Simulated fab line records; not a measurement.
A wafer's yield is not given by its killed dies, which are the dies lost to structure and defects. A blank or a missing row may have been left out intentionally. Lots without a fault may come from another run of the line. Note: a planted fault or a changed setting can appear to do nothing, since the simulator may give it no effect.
fab line records    flow n5-finfet    part 2 of 2: steps 5 to 6 of 6
record: lots: 21  wafers: 63  last-day: 17
route steps=1938 shown SDB@359 DUMMY_REMOVAL@377 HKMG_FIN@387
lots that met no fault: from a run of the same line without faults
start-h: start of the lot's first displayed wafer, in hours after the record's first day    wait-h: how many hours have passed since the lot's step before this one    " identical to the entry in the row above    L1.1+2: several wafers, shown together as one row    - either no value or no given start    * or withheld: withheld    < > ~ a bound
route shown NAME@n: names a module that has steps shown in the file, with the first one's number in the route    usual: mean/standard deviation taken from wafers without a fault    same: alike in all rows    chamber/n: place in a boat    sites: each site's reading    _std_site: standard deviation of those values    _edge_site: outer sites' mean less inner sites'    radius-mm: how far each site lies from the wafer's centre    mask NAME#n: copy n    behind: the tool/chamber that last shaped the wafer    hold: what put the lot on hold/how long, in hours/how the hold closed    device: names the non-switching transistor (n, p or np)    end of line: tests of these same wafers at the route's end    step lacking rows: just its recipe    killed: at the first sort, the dies lost to defects and structure; wafer yield is something else    map: a wafer's dies, marking killed ones x, the rest . and places with no die _
set.NAME: the setting the step ran with; set.NAME@STEP: the setting that earlier step ran with    model.NAME: the simulator's own value behind a step, which no gauge read
route steps across a sampled set of lots; one table per step, one row per wafer
services: a tool's chamber out of use, with start hour (start-h, from the record's first day; less than 0 if before it), hours out, and reason
== steps ==
step: N5_HKMG_FIN_ETCH_32
recipe: chemistry: N2/H2  target: SOC  target-depth-a: 2400  temp-c: 40  time-s: 300  ion-energy-ev: 200  mask-material: SiARC  pressure-mtorr: 30  source-w: 840  bias-w: 150  n2-flow-sccm: 200  h2-flow-sccm: 200
usual: drypump-motor-current-A: 5.8/0.44  oes-product-au: 0.82/0.088  rf-vpp-V: 523.6/1.9  showerhead-plenum-p-Torr: 2.54/0.062  throttle-valve-pct: 17.9/0.33
lot.wafer  tool         chamber  start-h  wait-h  drypump-motor-current-A  oes-product-au  rf-hours-counter-h  rf-vpp-V  showerhead-plenum-p-Torr  throttle-valve-pct
L074.2     rie-diel-04  2        78.29    0.0     5.3                      0.69            243                 521.7     2.53                      18.2
L074.3     "            1        "        "       5.5                      0.93            15                  525.0     2.62                      17.8
L074.4     "            3        "        "       6.0                      0.68            246                 523.2     2.49                      17.8
L075.4     rie-diel-01  1        80.80    0.0     5.8                      0.71            190                 523.2     2.53                      18.6
L075.5     "            1        "        "       5.8                      0.71            -                   523.4     2.53                      18.6
L075.6     "            2        "        "       5.3                      0.80            -                   525.7     2.67                      17.9
L076.2     rie-diel-01  2        88.18    0.0     5.3                      0.79            104                 527.5     2.67                      17.9
L076.3     "            3        "        "       6.0                      0.84            64                  525.8     2.57                      17.8
L076.6     "            2        "        "       5.3                      0.79            -                   527.4     2.67                      17.9
L077.3     rie-diel-01  0        93.34    0.0     6.3                      0.81            109                 524.4     2.59                      17.9
L077.5     "            0        "        "       6.4                      0.82            -                   524.0     2.59                      18.0
L077.6     "            3        "        "       6.0                      0.83            -                   524.1     2.57                      17.8
L078.2     rie-diel-05  1        102.18   0.0     5.8                      0.91            21                  521.5     2.46                      17.5
L078.3     "            2        "        "       6.7                      0.72            154                 523.3     2.56                      18.5
L078.4     "            0        "        "       5.1                      0.91            -                   521.3     2.48                      17.7
L079.1     rie-diel-04  0        108.51   0.0     5.9                      0.79            100                 522.1     2.48                      18.0
L079.2     "            3        "        "       6.0                      1.03            0                   522.0     2.48                      17.4
L079.6     "            0        "        "       5.9                      0.79            -                   521.7     2.48                      18.0
L080.1     rie-diel-05  2        110.75   0.0     6.7                      0.71            158                 525.0     2.56                      18.5
L080.3     "            0        "        "       5.1                      0.88            37                  523.0     2.48                      17.7
L080.4     "            2        "        "       6.7                      0.71            -                   523.7     2.56                      18.5
L082.1     rie-diel-05  2        122.85   0.0     6.7                      0.72            164                 523.8     2.56                      18.5
L082.3     "            0        "        "       5.1                      0.89            42                  521.5     2.48                      17.7
L082.4     "            1        "        "       5.8                      0.88            31                  522.2     2.45                      17.6
L083.1     rie-diel-05  0        127.55   0.0     5.1                      0.89            44                  523.1     2.48                      17.7
L083.4     "            2        "        "       6.7                      0.70            165                 522.6     2.56                      18.5
L083.5     "            2        "        "       6.7                      0.71            -                   524.5     2.56                      18.5
L085.2     rie-diel-01  2        143.44   0.0     5.3                      0.77            123                 526.7     2.66                      18.0
L085.4     "            1        "        "       5.7                      0.69            211                 523.4     2.53                      18.6
L085.5     "            0        "        "       6.3                      0.80            -                   523.2     2.58                      18.0
L086.2     rie-diel-01  2        146.06   0.0     5.3                      0.77            124                 528.6     2.66                      18.0
L086.3     "            1        "        "       5.8                      0.68            212                 522.8     2.53                      18.6
L086.6     "            1        "        "       5.8                      0.69            -                   523.8     2.53                      18.6
L087.3     rie-diel-01  3        153.07   0.0     6.0                      0.81            89                  524.6     2.56                      17.9
L087.5     "            0        "        "       6.3                      0.78            -                   523.6     2.58                      18.0
L087.6     "            3        "        "       6.0                      0.81            -                   523.9     2.56                      17.9
L089.1     rie-diel-05  1        164.33   0.0     5.8                      0.86            45                  521.1     2.45                      17.6
L089.2     "            2        "        "       6.7                      0.69            179                 523.3     2.55                      18.6
L089.3     "            0        "        "       5.1                      0.86            58                  522.6     2.47                      17.7
L090.1     rie-diel-04  1        173.14   0.0     5.5                      0.86            50                  527.1     2.60                      17.8
L090.3     "            0        "        "       5.9                      0.78            122                 520.6     2.47                      18.0
L090.5     "            3        "        "       6.1                      0.96            -                   523.0     2.48                      17.4
L091.2     rie-diel-04  1        175.52   0.0     5.4                      0.86            51                  524.8     2.60                      17.8
L091.5     "            0        "        "       5.9                      0.77            -                   521.8     2.47                      18.0
L091.6     "            1        "        "       5.4                      0.87            -                   524.6     2.60                      17.8
L092.1     rie-diel-04  3        181.67   0.0     6.0                      0.94            24                  521.7     2.47                      17.4
L092.2     "            2        "        "       5.4                      0.93            18                  521.5     2.52                      17.7
L092.4     "            1        "        "       5.4                      0.84            54                  523.8     2.60                      17.8
L093.2     rie-diel-04  0        187.18   0.0     6.0                      0.77            127                 520.1     2.47                      18.0
L093.3     "            3        "        "       6.1                      0.94            25                  522.6     2.47                      17.4
L093.4     "            1        "        "       5.4                      0.85            56                  524.6     2.60                      17.9
L094.3     rie-diel-01  1        198.43   0.0     5.8                      0.68            229                 523.1     2.52                      18.6
L094.4     "            2        "        "       5.3                      0.75            141                 526.1     2.66                      18.0
L094.6     "            2        "        "       5.3                      0.75            -                   529.1     2.66                      18.0
L095.2     rie-diel-04  3        201.82   0.0     6.1                      0.92            30                  520.8     2.47                      17.5
L095.5     "            0        "        "       5.9                      0.76            -                   521.5     2.47                      18.0
L095.6     "            1        "        "       5.5                      0.83            -                   524.7     2.60                      17.8
L096.4     rie-diel-04  2        210.02   0.0     5.4                      0.91            28                  521.8     2.51                      17.7
L096.5     "            0        "        "       5.9                      0.76            -                   523.3     2.47                      18.0
L096.6     "            3        "        "       6.0                      0.92            -                   523.9     2.47                      17.5
L097.2     rie-diel-01  3        217.96   0.0     6.0                      0.80            110                 526.0     2.55                      17.9
L097.4     "            1        "        "       5.8                      0.68            235                 522.4     2.52                      18.7
L097.6     "            3        "        "       6.0                      0.80            -                   523.7     2.55                      17.9
step: N5_HKMG_FIN_STRIP_92
recipe: chemistry: N2/H2  material: SOC  time-s: 20  power-w: 500  temp-c: 40  pressure-mtorr: 50  rf-frequency-hz: 6e+07  bias-power-w: 8  h2-frac: 0.5  n2-flow-sccm: 300  h2-flow-sccm: 300
usual: drypump-motor-current-A: 5.8/0.44  oes-product-au: 0.83/0.087  power-w: 500.1/1.5  rf-vpp-V: 54.3/0.89  showerhead-plenum-p-Torr: 3.35/0.079  throttle-valve-pct: 19.2/0.51
lot.wafer  tool         chamber  start-h  wait-h  drypump-motor-current-A  oes-product-au  power-w  rf-hours-counter-h  rf-vpp-V  showerhead-plenum-p-Torr  throttle-valve-pct
L074.2     rie-diel-04  2        78.65    0.1     5.4                      0.69            499.5    243                 56.2      3.34                      19.5
L074.3     "            1        "        "       5.5                      0.95            497.3    15                  55.4      3.45                      18.8
L074.4     "            3        "        "       6.1                      0.67            502.7    247                 55.2      3.29                      18.8
L075.4     rie-diel-01  1        81.15    0.1     5.8                      0.69            499.9    190                 54.7      3.35                      20.1
L075.5     "            1        "        "       5.8                      0.70            502.1    -                   54.9      3.35                      20.2
L075.6     "            2        "        "       5.3                      0.81            499.9    -                   54.0      3.53                      19.3
L076.2     rie-diel-01  2        88.54    0.1     5.3                      0.81            498.5    104                 53.7      3.52                      19.3
L076.3     "            3        "        "       6.0                      0.83            498.9    64                  55.0      3.40                      19.0
L076.6     "            2        "        "       5.3                      0.82            501.5    -                   54.1      3.52                      19.3
L077.3     rie-diel-01  0        93.70    0.1     6.3                      0.82            500.1    110                 55.2      3.42                      19.2
L077.5     "            0        "        "       6.3                      0.81            499.0    -                   54.9      3.42                      19.2
L077.6     "            3        "        "       6.0                      0.83            500.8    -                   54.9      3.40                      19.0
L078.2     rie-diel-05  1        102.54   0.1     5.8                      0.90            501.2    21                  54.4      3.25                      18.7
L078.3     "            2        "        "       6.7                      0.72            498.0    154                 55.4      3.38                      20.2
L078.4     "            0        "        "       5.1                      0.90            498.3    -                   53.9      3.28                      18.9
L079.1     rie-diel-04  0        108.87   0.1     5.9                      0.81            501.6    100                 54.0      3.28                      19.4
L079.2     "            3        "        "       6.0                      1.02            499.1    0                   55.1      3.28                      18.5
L079.6     "            0        "        "       6.0                      0.81            501.3    -                   53.7      3.28                      19.4
L080.1     rie-diel-05  2        111.11   0.1     6.7                      0.72            497.7    158                 55.6      3.38                      20.2
L080.3     "            0        "        "       5.1                      0.91            499.1    37                  55.1      3.28                      19.0
L080.4     "            2        "        "       6.7                      0.71            497.8    -                   55.8      3.38                      20.2
L082.1     rie-diel-05  2        123.21   0.1     6.7                      0.72            502.5    164                 55.1      3.38                      20.2
L082.3     "            0        "        "       5.1                      0.89            500.2    42                  53.4      3.28                      19.0
L082.4     "            1        "        "       5.8                      0.89            501.4    31                  55.3      3.25                      18.7
L083.1     rie-diel-05  0        127.91   0.1     5.1                      0.88            500.7    44                  54.0      3.28                      19.0
L083.4     "            2        "        "       6.7                      0.71            501.5    165                 54.6      3.38                      20.2
L083.5     "            2        "        "       6.7                      0.72            497.9    -                   55.2      3.38                      20.2
L085.2     rie-diel-01  2        143.80   0.1     5.3                      0.79            499.2    123                 56.0      3.51                      19.3
L085.4     "            1        "        "       5.7                      0.68            501.1    212                 52.7      3.34                      20.2
L085.5     "            0        "        "       6.3                      0.78            499.6    -                   54.5      3.41                      19.2
L086.2     rie-diel-01  2        146.42   0.1     5.3                      0.78            499.1    124                 54.9      3.51                      19.3
L086.3     "            1        "        "       5.8                      0.69            502.3    213                 55.2      3.34                      20.2
L086.6     "            1        "        "       5.8                      0.69            499.7    -                   54.8      3.34                      20.2
L087.3     rie-diel-01  3        153.43   0.1     6.0                      0.81            501.5    89                  53.6      3.38                      19.0
L087.5     "            0        "        "       6.4                      0.78            501.2    -                   52.5      3.41                      19.2
L087.6     "            3        "        "       6.0                      0.81            501.1    -                   54.0      3.38                      19.0
L089.1     rie-diel-05  1        164.69   0.1     5.8                      0.85            499.0    46                  53.5      3.24                      18.7
L089.2     "            2        "        "       6.7                      0.70            497.9    179                 54.2      3.37                      20.2
L089.3     "            0        "        "       5.1                      0.87            499.3    58                  53.0      3.27                      19.0
L090.1     rie-diel-04  1        173.50   0.1     5.4                      0.87            499.3    50                  53.3      3.43                      18.9
L090.3     "            0        "        "       5.9                      0.78            500.5    123                 52.2      3.27                      19.4
L090.5     "            3        "        "       6.0                      0.94            500.8    -                   55.5      3.27                      18.5
L091.2     rie-diel-04  1        175.88   0.1     5.4                      0.87            500.2    51                  54.4      3.43                      18.9
L091.5     "            0        "        "       5.9                      0.78            501.3    -                   54.0      3.27                      19.5
L091.6     "            1        "        "       5.4                      0.87            501.8    -                   53.8      3.43                      18.9
L092.1     rie-diel-04  3        182.03   0.1     6.0                      0.94            502.3    24                  55.3      3.27                      18.5
L092.2     "            2        "        "       5.3                      0.93            502.5    18                  53.5      3.33                      19.1
L092.4     "            1        "        "       5.4                      0.87            500.4    54                  53.4      3.43                      18.9
L093.2     rie-diel-04  0        187.54   0.1     5.9                      0.78            497.4    127                 53.5      3.27                      19.5
L093.3     "            3        "        "       6.1                      0.92            498.7    26                  54.3      3.27                      18.5
L093.4     "            1        "        "       5.4                      0.88            503.4    56                  54.3      3.43                      18.9
L094.3     rie-diel-01  1        198.79   0.1     5.8                      0.68            499.9    229                 55.0      3.33                      20.2
L094.4     "            2        "        "       5.3                      0.77            500.8    141                 55.8      3.50                      19.3
L094.6     "            2        "        "       5.3                      0.76            500.1    -                   55.9      3.50                      19.3
L095.2     rie-diel-04  3        202.17   0.1     6.0                      0.93            500.5    30                  52.0      3.27                      18.5
L095.5     "            0        "        "       5.9                      0.78            501.3    -                   53.0      3.26                      19.5
L095.6     "            1        "        "       5.4                      0.87            500.0    -                   54.4      3.43                      18.9
L096.4     rie-diel-04  2        210.38   0.1     5.4                      0.89            498.6    28                  54.5      3.32                      19.1
L096.5     "            0        "        "       6.0                      0.76            500.8    -                   54.8      3.26                      19.5
L096.6     "            3        "        "       6.0                      0.91            501.5    -                   53.3      3.27                      18.5
L097.2     rie-diel-01  3        218.32   0.1     6.0                      0.79            499.3    110                 54.1      3.37                      19.0
L097.4     "            1        "        "       5.8                      0.67            500.0    236                 52.5      3.32                      20.2
L097.6     "            3        "        "       6.0                      0.79            501.4    -                   54.3      3.37                      19.0
== services ==
tool         chamber  start-h  hours  kind
rie-diel-03  -        48.55    2.8    pm
rie-diel-03  -        51.49    0.5    repair
rie-diel-05  0        64.07    2.2    repair
rie-diel-03  1        68.41    -      clean
rie-diel-03  1        68.41    -      consumable-replace:focus-ring
rie-diel-06  1        70.09    4.3    repair
rie-diel-04  0        87.45    6.6    repair
rie-diel-04  3        94.41    -      clean
rie-diel-04  3        94.41    -      consumable-replace:focus-ring
rie-diel-05  3        96.43    -      clean
rie-diel-05  3        96.43    -      consumable-replace:focus-ring
rie-diel-05  3        96.43    19.5   scheduled-down
rie-diel-05  3        96.43    19.5   vent-cycle
rie-diel-06  -        98.98    0.4    repair
rie-diel-04  2        108.99   -      clean
rie-diel-04  2        108.99   -      consumable-replace:focus-ring
rie-diel-04  2        108.99   10.1   scheduled-down
rie-diel-04  2        108.99   10.1   vent-cycle
rie-diel-03  0        115.96   8.9    repair
rie-diel-04  -        148.85   0.1    repair
rie-diel-06  0        163.38   9.6    repair
rie-diel-04  2        172.28   4.3    repair
rie-diel-05  0        185.05   3.2    repair
rie-diel-04  -        190.71   1.6    repair
